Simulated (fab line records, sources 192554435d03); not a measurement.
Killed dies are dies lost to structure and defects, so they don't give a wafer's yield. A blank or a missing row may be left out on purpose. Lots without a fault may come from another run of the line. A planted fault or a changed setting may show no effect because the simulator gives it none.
fab line records | flow n5_finfet
record lots=21 wafers=63 last_day=19
route steps=1938 shown BEOL_M12@1615
lots that met no fault: from a run of the same line without faults
start_h: hours from the record's first day to the start of the lot's first wafer shown | wait_h: hours since the lot's step before | " the same as in the row above | L1.1+2: a row that stands for several wafers | - no value, or no start given | * or withheld: withheld | < > ~ a bound
route shown NAME@n: a module of which the file shows steps, and the number in the route of the first | usual: mean/standard deviation of fault-free wafers | same: alike in all rows | chamber/n: place in a boat | sites: the reading at each site | _std_site: their standard deviation | _edge_site: outer sites' mean less inner sites' | radius_mm: how far each site lies from the wafer's centre | mask NAME#n: copy n | behind: the tool/chamber that last shaped the wafer | hold: why the lot was held/for how many hours/how that ended | device: the transistor (n, p or np) that didn't switch | end of line: the same wafers' tests at the end of the route | a step without rows: its recipe alone | killed: dies lost to structure and defects at the first sort, not the wafer's yield | map: a wafer's dies, x killed, . not, _ none there
set.NAME: the setting as run; set.NAME@STEP: as run at that earlier step | model.NAME: the simulator's own value behind a step, which no gauge read
steps of the route over a sample of lots; a table a step, a row a wafer
services: from which hour (start_h, from the record's first day; less than 0 if before it) a tool's chamber was out of use, for how many hours, and why
## steps
# step N5_BEOL_M12_DESCUM_15
# recipe chemistry=O2 time_s=7.9 source_power_w=50 bias_power_w=20 pressure_mtorr=20 rf_frequency_hz=2.712e+07 temp_c=40 o2_flow_sccm=225
# usual chamber_pressure_mTorr=19.999/0.02 drypump_motor_current_A=5.6/0.53 oes_product_au=0.79/0.087 rf_vpp_V=243.1/1.2 showerhead_plenum_p_Torr=2.09/0.063 throttle_valve_pct=20.5/0.3
# same time_s=7.9
# columns lot.wafer tool chamber start_h wait_h chamber_pressure_mTorr drypump_motor_current_A oes_product_au rf_hours_counter_h rf_vpp_V showerhead_plenum_p_Torr throttle_valve_pct
L074.1 rie_diel-05 1 247.52 0.0 20.024 4.9 0.69 211 241.8 2.08 20.2
L074.5 " 1 " " 20.005 4.9 0.70 - 242.2 2.08 20.2
L074.6 " 0 " " 19.977 6.3 0.77 - 241.2 1.97 20.1
L075.2 rie_diel-02 1 267.67 0.1 20.027 5.7 0.73 167 242.0 2.11 20.9
L075.5 " 3 " " 20.026 5.3 0.89 - 243.6 2.15 20.8
L075.6 " 0 " " 19.995 6.2 0.67 - 244.2 2.17 21.0
L076.4 rie_diel-06 3 268.81 0.0 20.027 4.8 0.85 67 243.5 2.04 20.0
L076.5 " 3 " " 20.018 4.8 0.86 - 242.6 2.04 20.0
L076.6 " 0 " " 19.967 5.3 0.72 - 244.1 2.13 20.5
L077.1 rie_diel-05 0 273.28 0.0 19.989 6.3 0.77 158 241.1 1.97 20.1
L077.3 " 2 " " 19.993 5.9 0.82 84 241.0 2.03 20.3
L077.6 " 1 " " 19.984 4.9 0.69 - 241.7 2.07 20.2
L079.1 rie_diel-02 2 274.11 0.0 19.983 5.1 0.67 229 244.3 2.16 20.6
L079.3 " 3 " " 20.010 5.3 0.89 27 244.9 2.15 20.8
L079.4 " 2 " " 20.006 5.1 0.68 - 245.0 2.16 20.7
L078.4 rie_diel-02 2 277.53 0.0 19.997 5.1 0.67 - 243.7 2.16 20.7
L078.5 " 3 " " 20.010 5.3 0.89 - 242.3 2.15 20.8
L078.6 " 1 " " 20.007 5.7 0.73 - 242.5 2.11 20.9
L080.3 rie_diel-02 1 277.82 0.1 19.987 5.7 0.73 170 241.6 2.11 20.9
L080.4 " 1 " " 20.006 5.7 0.73 - 244.2 2.11 20.9
L080.5 " 3 " " 20.020 5.3 0.88 - 244.9 2.15 20.8
L081.2 rie_diel-05 0 286.73 0.3 19.996 6.3 0.76 162 241.1 1.97 20.1
L081.3 " 3 " " 19.996 5.6 0.96 11 244.2 2.16 20.2
L081.5 " 2 " " 19.990 5.9 0.81 - 240.9 2.03 20.3
L083.3 rie_diel-02 1 306.05 0.0 20.016 5.7 0.73 185 241.7 2.10 20.9
L083.4 " 3 " " 19.981 5.3 0.88 34 244.1 2.15 20.8
L083.5 " 3 " " 20.016 5.3 0.88 - 243.8 2.15 20.8
L082.2 rie_diel-06 1 309.39 0.0 20.014 6.4 0.81 119 243.1 2.11 20.0
L082.3 " 2 " " 20.020 5.4 0.88 49 244.0 2.14 20.5
L082.6 " 3 " " 20.014 4.8 0.84 - 242.0 2.04 20.0
L084.1 rie_diel-05 0 312.94 0.0 19.997 6.3 0.76 173 241.1 1.96 20.2
L084.4 " 0 " " 19.948 6.3 0.76 - 242.7 1.96 20.1
L084.6 " 2 " " 20.026 5.9 0.80 - 242.7 2.03 20.3
L086.1 rie_diel-05 2 321.74 0.0 19.968 5.9 0.79 105 241.4 2.03 20.3
L086.2 " 0 " " 19.981 6.3 0.76 177 241.9 1.96 20.1
L086.3 " 1 " " 19.989 4.9 0.68 241 243.3 2.07 20.3
L087.1 rie_diel-02 3 336.70 1.0 19.994 5.3 0.86 45 244.0 2.14 20.8
L087.2 " 0 " " 20.033 6.2 0.91 16 245.1 2.16 20.8
L087.4 " 0 " " 20.006 6.1 0.91 - 245.9 2.16 20.8
L085.1 rie_diel-06 3 338.54 0.0 19.977 4.8 0.83 89 242.0 2.03 20.0
L085.4 " 1 " " 19.974 6.5 0.78 130 243.0 2.10 20.1
L085.6 " 0 " " 20.020 5.3 0.71 - 243.2 2.12 20.5
L090.1 rie_diel-05 0 351.44 0.0 19.965 6.3 0.74 192 240.8 1.96 20.2
L090.2 " 1 " " 20.016 4.9 0.66 251 242.5 2.06 20.3
L090.6 " 2 " " 20.013 5.9 0.77 - 241.7 2.02 20.3
L089.2 rie_diel-02 1 363.59 0.1 19.969 5.8 0.70 206 243.6 2.10 20.9
L089.3 " 0 " " 20.023 6.1 0.88 31 243.3 2.15 20.8
L089.6 " 0 " " 19.997 6.1 0.88 - 243.7 2.15 20.8
L093.1 rie_diel-02 2 369.99 0.3 19.974 5.1 0.98 6 244.7 2.15 20.2
L093.5 " 1 " " 19.982 5.7 0.70 - 243.3 2.10 20.9
L093.6 " 0 " " 20.024 6.1 0.87 - 242.5 2.15 20.8
L092.2 rie_diel-06 1 378.93 0.1 20.026 6.5 0.78 142 243.2 2.10 20.1
L092.4 " 0 " " 20.020 5.3 0.71 244 242.9 2.12 20.5
L092.6 " 2 " " 20.011 5.4 0.85 - 244.2 2.13 20.6
L094.2 rie_diel-06 3 381.36 0.0 19.995 4.8 0.82 104 241.9 2.03 20.0
L094.3 " 1 " " 20.009 6.5 0.79 143 243.4 2.10 20.1
L094.5 " 1 " " 19.959 6.5 0.78 - 242.9 2.10 20.1
L095.1 rie_diel-02 2 381.75 0.0 20.009 5.1 0.97 10 242.3 2.15 20.3
L095.2 " 0 " " 19.972 6.2 0.85 37 244.6 2.15 20.8
L095.4 " 1 " " 20.015 5.7 0.70 212 241.6 2.09 20.9
L097.1 rie_diel-05 0 408.98 0.1 20.017 6.3 0.72 221 243.6 1.95 20.2
L097.4 " 0 " " 20.000 6.3 0.72 - 241.1 1.95 20.2
L097.5 " 0 " " 19.975 6.3 0.72 - 241.6 1.95 20.2
# step N5_BEOL_M12_VIA_ETCH_16
# recipe chemistry=C4F8/O2/Ar target=SiOC pressure_mtorr=30 source_w=3000 bias_w=700 Ar_flow_sccm=400 C4F8_flow_sccm=15 O2_flow_sccm=8 he_inner_torr=15 he_outer_torr=30 target_depth_a=7248 time_s=withheld ion_energy_ev=250 ends=cleared
# usual chamber_pressure_mTorr=30.00/0.03 drypump_motor_current_A=5.6/0.53 oes_product_au=0.71/0.079 rf_vpp_V=665.3/2.4 showerhead_plenum_p_Torr=3.41/0.075 throttle_valve_pct=24.23/0.26
# columns lot.wafer tool chamber start_h wait_h chamber_pressure_mTorr drypump_motor_current_A oes_product_au rf_vpp_V showerhead_plenum_p_Torr throttle_valve_pct
L074.1 rie_diel-05 1 247.65 0.1 29.97 4.9 0.62 665.8 3.43 24.16
L074.5 " 1 " " 30.01 5.0 0.63 665.0 3.43 24.16
L074.6 " 0 " " 29.94 6.3 0.69 662.4 3.30 24.23
L075.2 rie_diel-02 1 267.76 0.0 29.94 5.7 0.67 666.5 3.42 24.55
L075.5 " 3 " " 30.02 5.3 0.80 667.8 3.47 24.35
L075.6 " 0 " " 30.03 6.1 0.62 668.0 3.50 24.65
L076.4 rie_diel-06 3 268.90 0.0 29.99 4.8 0.77 663.1 3.32 23.67
L076.5 " 3 " " 30.04 4.8 0.75 663.7 3.32 23.68
L076.6 " 0 " " 30.01 5.3 0.65 668.8 3.53 24.50
L077.1 rie_diel-05 0 273.37 0.0 29.98 6.3 0.69 661.6 3.30 24.22
L077.3 " 2 " " 29.99 5.9 0.74 663.6 3.33 24.06
L077.6 " 1 " " 29.99 4.9 0.62 662.2 3.42 24.18
L079.1 rie_diel-02 2 274.20 0.0 29.97 5.1 0.61 667.2 3.51 24.37
L079.3 " 3 " " 29.97 5.3 0.79 666.4 3.46 24.36
L079.4 " 2 " " 29.97 5.1 0.62 668.7 3.51 24.39
L078.4 rie_diel-02 2 277.69 0.1 30.01 5.1 0.62 667.8 3.51 24.39
L078.5 " 3 " " 29.98 5.3 0.79 668.5 3.46 24.35
L078.6 " 1 " " 30.01 5.8 0.66 665.7 3.42 24.56
L080.3 rie_diel-02 1 277.90 0.0 29.97 5.8 0.66 664.6 3.42 24.57
L080.4 " 1 " " 29.95 5.8 0.66 666.5 3.42 24.56
L080.5 " 3 " " 30.02 5.3 0.79 666.3 3.46 24.35
L081.2 rie_diel-05 0 286.82 0.0 30.02 6.3 0.68 663.7 3.30 24.25
L081.3 " 3 " " 29.92 5.6 0.88 667.3 3.47 23.79
L081.5 " 2 " " 29.94 6.0 0.73 663.3 3.33 24.06
L083.3 rie_diel-02 1 306.13 0.0 29.98 5.8 0.65 665.2 3.41 24.59
L083.4 " 3 " " 29.97 5.3 0.79 666.6 3.46 24.34
L083.5 " 3 " " 29.96 5.3 0.78 667.5 3.46 24.35
L082.2 rie_diel-06 1 309.48 0.0 29.99 6.5 0.69 666.2 3.43 23.76
L082.3 " 2 " " 30.00 5.5 0.78 666.8 3.43 23.99
L082.6 " 3 " " 29.98 4.8 0.74 664.0 3.32 23.68
L084.1 rie_diel-05 0 313.03 0.0 30.05 6.3 0.67 661.5 3.29 24.24
L084.4 " 0 " " 30.02 6.3 0.68 660.8 3.29 24.24
L084.6 " 2 " " 29.99 5.9 0.73 662.9 3.32 24.09
L086.1 rie_diel-05 2 321.82 0.0 29.99 5.9 0.73 663.1 3.32 24.07
L086.2 " 0 " " 29.99 6.3 0.67 661.2 3.29 24.26
L086.3 " 1 " " 29.98 4.9 0.62 663.3 3.41 24.19
L087.1 rie_diel-02 3 336.83 0.1 29.99 5.3 0.77 667.3 3.45 24.35
L087.2 " 0 " " 30.01 6.2 0.82 667.6 3.49 24.46
L087.4 " 0 " " 29.95 6.2 0.82 667.3 3.49 24.45
L085.1 rie_diel-06 3 338.63 0.0 30.03 4.8 0.74 663.3 3.31 23.69
L085.4 " 1 " " 29.99 6.5 0.70 666.4 3.43 23.78
L085.6 " 0 " " 29.99 5.3 0.64 666.6 3.52 24.52
L090.1 rie_diel-05 0 351.52 0.0 30.01 6.3 0.66 661.0 3.28 24.26
L090.2 " 1 " " 29.98 4.9 0.60 665.1 3.41 24.21
L090.6 " 2 " " 29.98 6.0 0.71 661.8 3.31 24.10
L089.2 rie_diel-02 1 363.68 0.0 30.00 5.7 0.63 663.1 3.40 24.59
L089.3 " 0 " " 30.00 6.2 0.79 666.7 3.48 24.46
L089.6 " 0 " " 29.98 6.2 0.79 667.0 3.48 24.48
L093.1 rie_diel-02 2 370.08 0.0 30.02 5.1 0.90 666.4 3.50 24.06
L093.5 " 1 " " 29.98 5.8 0.64 666.3 3.40 24.62
L093.6 " 0 " " 30.04 6.1 0.79 668.5 3.48 24.47
L092.2 rie_diel-06 1 379.02 0.0 29.98 6.4 0.69 666.5 3.42 23.80
L092.4 " 0 " " 29.99 5.3 0.63 667.1 3.51 24.56
L092.6 " 2 " " 29.98 5.4 0.75 666.7 3.42 24.02
L094.2 rie_diel-06 3 381.45 0.0 29.99 4.8 0.72 664.4 3.30 23.71
L094.3 " 1 " " 30.01 6.4 0.69 667.3 3.42 23.82
L094.5 " 1 " " 29.87 6.5 0.69 666.9 3.42 23.81
L095.1 rie_diel-02 2 381.84 0.0 29.97 5.1 0.89 668.0 3.49 24.06
L095.2 " 0 " " 30.02 6.2 0.79 665.7 3.48 24.46
L095.4 " 1 " " 30.01 5.8 0.63 664.1 3.40 24.62
L097.1 rie_diel-05 0 409.11 0.1 30.02 6.3 0.64 660.8 3.27 24.30
L097.4 " 0 " " 30.01 6.3 0.64 659.5 3.27 24.32
L097.5 " 0 " " 30.06 6.3 0.64 661.3 3.27 24.31
# step N5_BEOL_M12_TRENCH_ETCH_34
# recipe chemistry=C4F8/O2/Ar target=SiOC target_depth_a=3189.5 mask_material=SOC pressure_mtorr=30 source_w=3000 bias_w=700 Ar_flow_sccm=400 C4F8_flow_sccm=15 O2_flow_sccm=8 he_inner_torr=15 he_outer_torr=30 time_s=125.5 ion_energy_ev=250
# usual chamber_pressure_mTorr=30.000/0.026 drypump_motor_current_A=5.6/0.56 oes_product_au=0.77/0.081 rf_vpp_V=665.2/2.4 showerhead_plenum_p_Torr=3.41/0.076 throttle_valve_pct=24.17/0.29
# same time_s=125.5
# columns lot.wafer tool chamber start_h wait_h chamber_pressure_mTorr drypump_motor_current_A oes_product_au rf_hours_counter_h rf_vpp_V showerhead_plenum_p_Torr throttle_valve_pct
L074.1 rie_diel-02 2 249.05 0.0 29.971 5.1 0.69 220 667.7 3.51 24.38
L074.5 " 1 " " 30.010 5.7 0.74 - 665.2 3.43 24.55
L074.6 " 2 " " 30.024 5.1 0.68 - 668.1 3.51 24.38
L075.2 rie_diel-05 1 269.09 0.0 30.021 4.9 0.69 220 664.3 3.42 24.17
L075.5 " 1 " " 29.976 4.9 0.69 - 664.9 3.42 24.18
L075.6 " 0 " " 30.011 6.3 0.76 - 661.5 3.30 24.24
L076.4 rie_diel-05 3 270.08 0.0 29.996 5.5 0.99 5 665.4 3.47 23.79
L076.5 " 0 " " 30.006 6.3 0.76 - 661.8 3.30 24.23
L076.6 " 1 " " 29.996 4.9 0.69 - 663.9 3.42 24.18
L077.1 rie_diel-05 3 274.87 0.0 29.996 5.6 0.99 7 666.7 3.47 23.79
L077.3 " 2 " " 30.021 6.0 0.83 85 662.5 3.33 24.08
L077.6 " 3 " " 30.001 5.6 0.97 - 666.8 3.47 23.78
L079.1 rie_diel-06 3 275.59 0.0 30.026 4.8 0.84 69 662.7 3.32 23.68
L079.3 " 0 " " 29.990 5.3 0.72 209 669.0 3.53 24.51
L079.4 " 1 " " 30.014 6.5 0.79 108 666.1 3.44 23.76
L078.4 rie_diel-02 1 278.94 0.1 29.957 5.8 0.73 - 665.0 3.42 24.57
L078.5 " 2 " " 30.026 5.1 0.67 - 667.5 3.51 24.40
L078.6 " 3 " " 29.962 5.3 0.87 - 667.5 3.46 24.34
L080.3 rie_diel-05 3 279.37 0.0 30.022 5.6 0.98 9 667.8 3.47 23.77
L080.4 " 0 " " 30.030 6.3 0.75 160 661.9 3.30 24.22
L080.5 " 2 " " 30.031 5.9 0.81 - 662.1 3.33 24.06
L081.2 rie_diel-02 1 288.41 0.0 29.998 5.8 0.73 176 665.6 3.42 24.58
L081.3 " 2 " " 29.950 5.1 0.67 - 668.2 3.51 24.41
L081.5 " 1 " " 29.966 5.7 0.73 - 665.4 3.42 24.57
L083.3 rie_diel-02 1 307.44 0.0 29.995 5.7 0.73 185 666.5 3.41 24.58
L083.4 " 2 " " 30.023 5.1 0.67 245 669.3 3.50 24.43
L083.5 " 3 " " 30.005 5.3 0.88 - 668.9 3.46 24.36
L082.2 rie_diel-06 0 310.66 0.0 30.001 5.3 0.70 221 667.7 3.52 24.54
L082.3 " 2 " " 29.932 5.4 0.87 50 664.6 3.43 24.00
L082.6 " 3 " " 29.972 4.8 0.83 - 663.7 3.32 23.69
L084.1 rie_diel-02 2 314.34 0.0 30.030 5.1 0.67 247 668.1 3.50 24.40
L084.4 " 0 " " 29.973 6.1 0.93 7 668.0 3.50 24.44
L084.6 " 1 " " 29.993 5.7 0.72 - 663.9 3.41 24.59
L086.1 rie_diel-05 1 323.45 0.0 30.007 4.9 0.68 242 662.7 3.41 24.21
L086.2 " 0 " " 30.028 6.3 0.74 178 660.2 3.29 24.25
L086.3 " 2 " " 30.035 5.9 0.79 106 662.8 3.32 24.10
L087.1 rie_diel-06 2 338.42 0.0 30.029 5.4 0.86 59 664.8 3.42 24.02
L087.2 " 1 " " 29.984 6.5 0.77 130 666.4 3.43 23.76
L087.4 " 3 " " 30.014 4.8 0.81 89 662.0 3.31 23.69
L085.1 rie_diel-05 2 340.08 0.0 30.011 6.0 0.79 115 662.9 3.32 24.08
L085.4 " 1 " " 30.015 4.9 0.67 - 665.0 3.41 24.20
L085.6 " 0 " " 30.019 6.3 0.74 - 661.4 3.28 24.27
L090.1 rie_diel-06 2 352.90 0.0 29.998 5.4 0.85 64 667.1 3.42 24.04
L090.2 " 0 " " 30.003 5.3 0.71 234 668.5 3.52 24.54
L090.6 " 0 " " 29.979 5.3 0.70 - 666.3 3.52 24.54
L089.2 rie_diel-06 0 364.94 0.0 30.057 5.3 0.70 238 667.9 3.51 24.54
L089.3 " 2 " " 30.016 5.4 0.84 67 666.3 3.42 24.03
L089.6 " 2 " " 30.006 5.4 0.85 - 665.6 3.42 24.03
L093.1 rie_diel-06 1 371.26 0.0 29.973 6.5 0.77 140 664.3 3.42 23.80
L093.5 " 3 " " 29.991 4.8 0.81 - 662.9 3.30 23.73
L093.6 " 0 " " 29.991 5.3 0.70 - 670.6 3.51 24.56
L092.2 rie_diel-06 1 380.39 0.0 30.063 6.5 0.77 143 666.1 3.42 23.80
L092.4 " 2 " " 29.992 5.4 0.84 72 665.7 3.42 24.03
L092.6 " 3 " " 30.030 4.8 0.81 - 663.4 3.30 23.72
L094.2 rie_diel-06 2 382.66 0.0 30.018 5.4 0.84 72 667.4 3.42 24.04
L094.3 " 0 " " 30.029 5.3 0.69 246 667.7 3.51 24.55
L094.5 " 0 " " 29.970 5.3 0.70 - 667.9 3.51 24.54
L095.1 rie_diel-02 2 384.19 0.0 29.974 5.1 0.98 11 667.7 3.49 24.08
L095.2 " 1 " " 29.982 5.7 0.70 213 663.6 3.40 24.64
L095.4 " 0 " " 29.964 6.2 0.87 38 666.7 3.48 24.45
L097.1 rie_diel-06 3 410.51 0.0 30.007 4.8 0.78 117 662.2 3.30 23.73
L097.4 " 2 " " 29.979 5.5 0.82 - 666.4 3.41 24.06
L097.5 " 1 " " 29.990 6.4 0.75 - 666.4 3.41 23.82
# step N5_BEOL_M12_OCD_MEAS_35
# usual trench_depth_nm=319/4.2
# columns lot.wafer tool chamber start_h wait_h trench_depth_nm
L074.1 ocd-02 - 249.20 0.0 314
L074.5 " - " " 317
L074.6 " - " " 317
L075.2 ocd-02 - 269.25 0.0 320
L075.5 " - " " 319
L075.6 " - " " 318
L076.4 ocd-02 - 270.24 0.0 326
L076.5 " - " " 317
L076.6 " - " " 319
L077.1 ocd-02 - 275.02 0.0 324
L077.3 " - " " 318
L077.6 " - " " 318
L079.1 ocd-02 - 275.75 0.0 317
L079.3 " - " " 314
L079.4 " - " " 319
L078.4 ocd-02 - 279.04 0.0 311
L078.5 " - " " 312
L078.6 " - " " 317
L080.3 ocd-01 - 279.53 0.0 323
L080.4 " - " " 317
L080.5 " - " " 317
L081.2 ocd-01 - 288.63 0.0 315
L081.3 " - " " 312
L081.5 " - " " 316
L083.3 ocd-02 - 307.60 0.0 318
L083.4 " - " " 316
L083.5 " - " " 324
L082.2 ocd-02 - 310.82 0.0 316
L082.3 " - " " 327
L082.6 " - " " 320
L084.1 ocd-02 - 314.49 0.0 315
L084.4 " - " " 315
L084.6 " - " " 313
L086.1 ocd-02 - 323.60 0.0 320
L086.2 " - " " 321
L086.3 " - " " 318
L087.1 ocd-02 - 338.57 0.0 323
L087.2 " - " " 322
L087.4 " - " " 317
L085.1 ocd-02 - 340.23 0.0 315
L085.4 " - " " 317
L085.6 " - " " 320
L090.1 ocd-02 - 353.06 0.0 327
L090.2 " - " " 317
L090.6 " - " " 315
L089.2 ocd-02 - 365.10 0.0 316
L089.3 " - " " 324
L089.6 " - " " 325
L093.1 ocd-01 - 371.42 0.0 327
L093.5 " - " " 319
L093.6 " - " " 320
L092.2 ocd-01 - 380.55 0.0 326
L092.4 " - " " 326
L092.6 " - " " 317
L094.2 ocd-01 - 382.82 0.0 327
L094.3 " - " " 315
L094.5 " - " " 314
L095.1 ocd-01 - 384.34 0.0 329
L095.2 " - " " 312
L095.4 " - " " 315
L097.1 ocd-02 - 410.66 0.0 311
L097.4 " - " " 326
L097.5 " - " " 321
# step N5_BEOL_M12_STRIP_37
# recipe chemistry=N2/H2 power_w=1000 temp_c=250 h2_frac=0.65 overash_fraction=0.3 pressure_mtorr=withheld n2_flow_sccm=1750 h2_flow_sccm=3250
# usual drypump_motor_current_A=5.6/0.37 heater_power_w=333/21 n2_flow_sccm=1749/5.5 oes_product_au=0.791/0.0099
# columns lot.wafer tool chamber start_h wait_h drypump_motor_current_A heater_power_w n2_flow_sccm oes_product_au rf_hours_counter_h
L074.1 plasma_asher-02 1 249.24 0.0 5.6 366 1755 0.782 62
L074.5 " 0 " " 6.4 350 1751 0.796 -
L074.6 " 1 " " 5.6 366 1741 0.797 -
L075.2 plasma_asher-01 0 269.28 0.0 5.6 318 1748 0.791 128
L075.5 " 1 " " 5.3 335 1747 0.811 -
L075.6 " 0 " " 5.5 312 1749 0.795 -
L076.4 plasma_asher-02 1 270.30 0.1 5.6 371 1740 0.793 -
L076.5 " 1 " " 5.6 363 1756 0.793 -
L076.6 " 0 " " 6.4 355 1753 0.784 -
L077.1 plasma_asher-01 1 275.06 0.0 5.4 332 1752 0.791 129
L077.3 " 0 " " 5.5 306 1753 0.784 -
L077.6 " 1 " " 5.4 335 1749 0.792 -
L079.1 plasma_asher-01 1 275.79 0.0 5.4 329 1755 0.796 129
L079.3 " 1 " " 5.4 328 1753 0.784 -
L079.4 " 0 " " 5.5 307 1757 0.781 -
L078.4 plasma_asher-01 0 279.10 0.1 5.6 315 1738 0.789 -
L078.5 " 1 " " 5.3 336 1754 0.810 -
L078.6 " 0 " " 5.6 309 1743 0.787 -
L080.3 plasma_asher-01 1 279.58 0.1 5.4 337 1751 0.782 -
L080.4 " 0 " " 5.6 311 1757 0.782 -
L080.5 " 0 " " 5.6 307 1757 0.783 -
L081.2 plasma_asher-01 1 288.67 0.0 5.3 331 1752 0.803 135
L081.3 " 1 " " 5.3 334 1747 0.800 -
L081.5 " 0 " " 5.6 314 1739 0.789 -
L083.3 plasma_asher-01 0 307.66 0.1 5.6 309 1748 0.817 -
L083.4 " 1 " " 5.3 331 1745 0.789 -
L083.5 " 0 " " 5.6 313 1748 0.797 -
L082.2 plasma_asher-01 0 310.86 0.0 5.6 309 1752 0.801 139
L082.3 " 0 " " 5.6 312 1751 0.817 -
L082.6 " 0 " " 5.5 316 1745 0.785 -
L084.1 plasma_asher-02 0 314.53 0.0 6.4 346 1746 0.805 73
L084.4 " 0 " " 6.4 348 1751 0.780 -
L084.6 " 1 " " 5.6 368 1765 0.799 -
L086.1 plasma_asher-01 1 323.64 0.0 5.4 333 1760 0.783 142
L086.2 " 0 " " 5.5 308 1743 0.799 142
L086.3 " 1 " " 5.4 335 1750 0.803 -
L087.1 plasma_asher-01 0 338.61 0.0 5.5 307 1752 0.786 144
L087.2 " 1 " " 5.3 325 1739 0.796 144
L087.4 " 0 " " 5.5 310 1748 0.783 -
L085.1 plasma_asher-02 0 340.27 0.0 6.4 350 1751 0.805 77
L085.4 " 1 " " 5.6 376 1751 0.789 -
L085.6 " 0 " " 6.4 351 1753 0.800 -
L090.1 plasma_asher-02 0 353.10 0.0 6.4 353 1745 0.775 80
L090.2 " 1 " " 5.6 366 1751 0.811 80
L090.6 " 0 " " 6.4 343 1740 0.784 -
L089.2 plasma_asher-01 1 365.13 0.0 5.4 328 1749 0.797 151
L089.3 " 1 " " 5.4 340 1745 0.786 -
L089.6 " 0 " " 5.5 307 1747 0.783 -
L093.1 plasma_asher-01 0 371.52 0.1 5.5 305 1752 0.783 152
L093.5 " 0 " " 5.5 311 1757 0.784 -
L093.6 " 1 " " 5.4 334 1747 0.796 -
L092.2 plasma_asher-01 0 380.58 0.0 5.5 306 1745 0.780 153
L092.4 " 0 " " 5.5 306 1746 0.800 -
L092.6 " 0 " " 5.6 309 1746 0.795 -
L094.2 plasma_asher-01 0 382.86 0.0 5.6 310 1753 0.800 154
L094.3 " 0 " " 5.5 305 1748 0.785 -
L094.5 " 1 " " 5.4 330 1752 0.781 -
L095.1 plasma_asher-02 0 384.38 0.0 6.5 353 1741 0.787 86
L095.2 " 1 " " 5.5 372 1743 0.794 86
L095.4 " 0 " " 6.4 352 1752 0.794 -
L097.1 plasma_asher-02 0 410.70 0.0 6.4 359 1752 0.786 90
L097.4 " 0 " " 6.4 348 1759 0.792 -
L097.5 " 1 " " 5.6 367 1754 0.779 -
# step N5_BEOL_M12_SPUTTER_45
# recipe material=Cu target_thk_a=800 temp_c=-20 bias_v=60 power_w=26000 chamber_pressure_pa=0.13 time_s=13.33
# usual chuck_gas_flow_sccm=1.27/0.048 susceptor_temp_C=-20.01/0.11 throttle_valve_pct=30.2/0.71
# same time_s=13.33
# columns lot.wafer tool chamber start_h wait_h chuck_gas_flow_sccm susceptor_temp_C throttle_valve_pct
L074.1 pvd_sputter-01 - 252.35 0.0 1.29 -20.22 29.1
L074.5 " - " " 1.26 -19.91 31.1
L074.6 " - " " 1.25 -20.34 30.7
L075.2 pvd_sputter-02 - 270.45 0.0 1.21 -20.07 30.1
L075.5 " - " " 1.21 -20.01 30.5
L075.6 " - " " 1.24 -20.12 30.1
L076.4 pvd_sputter-01 - 271.26 0.0 1.31 -19.95 30.8
L076.5 " - " " 1.21 -20.03 29.8
L076.6 " - " " 1.30 -19.96 29.4
L077.1 pvd_sputter-02 - 276.76 0.0 1.27 -19.94 31.7
L077.3 " - " " 1.23 -19.97 29.9
L077.6 " - " " 1.28 -20.04 29.8
L079.1 pvd_sputter-03 - 278.32 0.0 1.28 -20.01 29.9
L079.3 " - " " 1.27 -20.13 30.0
L079.4 " - " " 1.28 -20.19 29.3
L078.4 pvd_sputter-02 - 283.41 0.0 1.25 -19.93 30.8
L078.5 " - " " 1.26 -19.85 31.4
L078.6 " - " " 1.24 -19.94 30.0
L080.3 pvd_sputter-01 - 283.76 0.0 1.21 -19.92 30.9
L080.4 " - " " 1.22 -20.08 29.1
L080.5 " - " " 1.15 -20.02 31.3
L081.2 pvd_sputter-02 - 289.81 0.0 1.24 -19.98 29.7
L081.3 " - " " 1.23 -20.10 31.7
L081.5 " - " " 1.34 -20.00 30.1
L083.3 pvd_sputter-03 - 310.94 0.0 1.30 -20.04 29.4
L083.4 " - " " 1.29 -19.91 30.4
L083.5 " - " " 1.25 -20.13 29.8
L082.2 pvd_sputter-03 - 311.54 0.0 1.35 -20.03 29.2
L082.3 " - " " 1.24 -20.00 30.2
L082.6 " - " " 1.24 -20.11 30.4
L084.1 pvd_sputter-03 - 315.24 0.0 1.26 -19.98 29.2
L084.4 " - " " 1.33 -20.15 29.6
L084.6 " - " " 1.20 -20.01 30.0
L086.1 pvd_sputter-02 - 329.97 0.0 1.28 -20.08 30.0
L086.2 " - " " 1.29 -20.00 31.4
L086.3 " - " " 1.23 -20.01 30.1
L087.1 pvd_sputter-01 - 340.60 0.0 1.24 -20.04 29.1
L087.2 " - " " 1.32 -19.93 31.1
L087.4 " - " " 1.36 -20.01 30.1
L085.1 pvd_sputter-01 - 341.32 0.0 1.31 -20.12 30.9
L085.4 " - " " 1.28 -20.00 31.0
L085.6 " - " " 1.29 -19.98 30.0
L090.1 pvd_sputter-03 - 354.91 0.0 1.22 -20.27 29.7
L090.2 " - " " 1.24 -19.85 29.9
L090.6 " - " " 1.26 -20.10 29.8
L089.2 pvd_sputter-02 - 370.57 0.0 1.32 -19.87 29.8
L089.3 " - " " 1.32 -19.96 30.6
L089.6 " - " " 1.34 -19.93 29.4
L093.1 pvd_sputter-02 - 379.34 0.0 1.28 -19.99 30.0
L093.5 " - " " 1.22 -19.74 31.6
L093.6 " - " " 1.26 -19.88 29.9
L092.2 pvd_sputter-03 - 384.50 0.0 1.26 -20.15 30.0
L092.4 " - " " 1.23 -20.02 30.2
L092.6 " - " " 1.19 -19.82 29.9
L094.2 pvd_sputter-02 - 389.51 0.0 1.27 -20.03 29.9
L094.3 " - " " 1.26 -20.17 29.9
L094.5 " - " " 1.24 -20.04 29.8
L095.1 pvd_sputter-02 - 390.25 0.0 1.35 -20.00 30.6
L095.2 " - " " 1.26 -20.09 29.8
L095.4 " - " " 1.22 -19.94 31.3
L097.1 pvd_sputter-03 - 411.91 0.0 1.24 -20.02 30.0
L097.4 " - " " 1.19 -19.84 29.3
L097.5 " - " " 1.25 -20.09 29.2
## services
# columns tool chamber start_h hours kind
rie_diel-05 3 228.10 - clean
rie_diel-05 3 228.10 - consumable_replace:esc
rie_diel-05 3 228.10 - consumable_replace:focus_ring
rie_diel-05 1 231.51 7.3 repair
plasma_asher-01 - 245.56 0.5 repair
plasma_asher-02 - 262.95 0.8 repair
rie_diel-02 0 271.52 9.9 repair
plasma_asher-02 - 275.59 14.6 pm
rie_diel-02 0 281.47 - clean
rie_diel-02 0 281.47 - consumable_replace:focus_ring
rie_diel-02 0 281.47 15.5 scheduled_down
rie_diel-02 0 281.47 15.5 vent_cycle
rie_diel-02 3 287.60 16.7 repair
rie_diel-02 2 321.25 - clean
rie_diel-02 2 321.25 - consumable_replace:focus_ring
rie_diel-02 2 321.25 26.4 scheduled_down
rie_diel-02 2 321.25 26.4 vent_cycle
plasma_asher-01 - 333.22 1.4 repair
rie_diel-02 1 334.26 5.1 repair
pvd_sputter-01 - 367.25 3.0 repair
rie_diel-05 2 374.65 24.2 repair
pvd_sputter-03 - 385.93 7.3 repair
rie_diel-05 2 401.37 11.0 repair
rie_diel-02 3 401.91 5.7 repair
## key
fault none
